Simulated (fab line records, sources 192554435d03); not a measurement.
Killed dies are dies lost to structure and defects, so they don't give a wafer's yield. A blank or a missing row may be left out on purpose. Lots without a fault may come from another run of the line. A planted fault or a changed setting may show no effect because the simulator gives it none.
Split-lot experiment | flow n5_finfet | 7 lots, 21 wafers read, on a route of 1938 steps

THE SPLIT
At N5_BEOL_M8_COAT_22 (resist thk 30 nm), the setting spin_rpm was moved away from the recipe's 1500 rpm on 6 of the 21 wafers read, by -9.1% to +8.0%. The other wafers ran this setting at the recipe's value.

The reading is taken at the split's own step.

THE READING
CAR-EUV_of_BEOL_M8_COAT_22.thk_nm (the simulator's own value, which no gauge read), in nm, at N5_BEOL_M8_COAT_22 (resist thk 30 nm). The file gives no usual value for it. The 15 wafers here that ran the recipe average 30.0 nm, standard deviation 0.12 nm.

wafer  | tool, chamber at the split | spin_rpm as run, rpm | against the recipe | CAR-EUV_of_BEOL_M8_COAT_22.thk_nm, nm | against lot-mates on the recipe
L077.1 | litho_track-03, 0          | 1500                 | recipe             | 30.2                                  | -
L077.2 | litho_track-03, 0          | 1500                 | recipe             | 30                                    | -
L077.4 | litho_track-03, 0          | 1500                 | recipe             | 30                                    | -
L082.1 | litho_track-01, 0          | 1620                 | +8.0%              | 28.8                                  | -1.0
L082.4 | litho_track-01, 0          | 1500                 | recipe             | 29.8                                  | -
L082.5 | litho_track-01, 0          | 1500                 | recipe             | 29.8                                  | -
L085.1 | litho_track-04, 0          | 1500                 | recipe             | 30                                    | -
L085.3 | litho_track-04, 0          | 1500                 | recipe             | 30                                    | -
L085.4 | litho_track-04, 0          | 1500                 | recipe             | 30                                    | -
L086.2 | litho_track-04, 0          | 1419                 | -5.4%              | 31                                    | +0.8
L086.5 | litho_track-04, 0          | 1419                 | -5.4%              | 31                                    | +0.8
L086.6 | litho_track-04, 0          | 1500                 | recipe             | 30.2                                  | -
L089.1 | litho_track-04, 0          | 1500                 | recipe             | 30                                    | -
L089.3 | litho_track-04, 0          | 1500                 | recipe             | 30                                    | -
L089.4 | litho_track-04, 0          | 1500                 | recipe             | 30                                    | -
L092.2 | litho_track-04, 0          | 1610                 | +7.3%              | 29                                    | -1.0
L092.4 | litho_track-04, 0          | 1610                 | +7.3%              | 29                                    | -1.0
L092.6 | litho_track-04, 0          | 1500                 | recipe             | 30                                    | -
L094.3 | litho_track-03, 0          | 1364                 | -9.1%              | 31.4                                  | +1.6
L094.5 | litho_track-03, 0          | 1500                 | recipe             | 29.8                                  | -
L094.6 | litho_track-03, 0          | 1500                 | recipe             | 29.8                                  | -

THE FIT
A straight line over all 21 wafers: CAR-EUV_of_BEOL_M8_COAT_22.thk_nm changes by -0.153 nm for each +1% of spin_rpm; r = -0.98; the points scatter about the line by 0.13 nm.
The same after taking each lot's own level away (the mean of its wafers on the recipe; 21 wafers): -0.147 nm for each +1%; r = -0.99; scatter 0.081 nm.
On that fit, the largest move of spin_rpm shifts the reading by 1.3 nm.
The lots' own levels span 29.80 to 30.20 nm, that is 3.2 times the standard deviation above.
So the lot-to-lot level changes the slope little: the two slopes agree.
Check: with one of the wafers moved furthest among these (-9.1%) left out of the fit, the line predicts +1.25 nm for it against its lot-mates. It came out at +1.6 nm against them.

OTHER SPLITS ON THESE WAFERS
These wafers also went through other splits before the reading. Each is held against what the fit with the lots' levels taken away leaves over:
other split on the same wafers   | wafers away from the commonest value | r with CAR-EUV_of_BEOL_M8_COAT_22.thk_nm (lot level and that fit taken away)
N5_BEOL_M6_EXPOSE_08 dose_mj     | 9                                    | +0.02
N5_BEOL_M6_TRENCH_ETCH_37 time_s | 7                                    | -0.08
N5_BEOL_M8_PECVD_70 temp_c       | 9                                    | +0.08

THE FILE'S OWN FIT
CAR-EUV_of_BEOL_M8_COAT_22.thk_nm changes by -0.149 nm for each +1% of spin_rpm, r = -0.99.
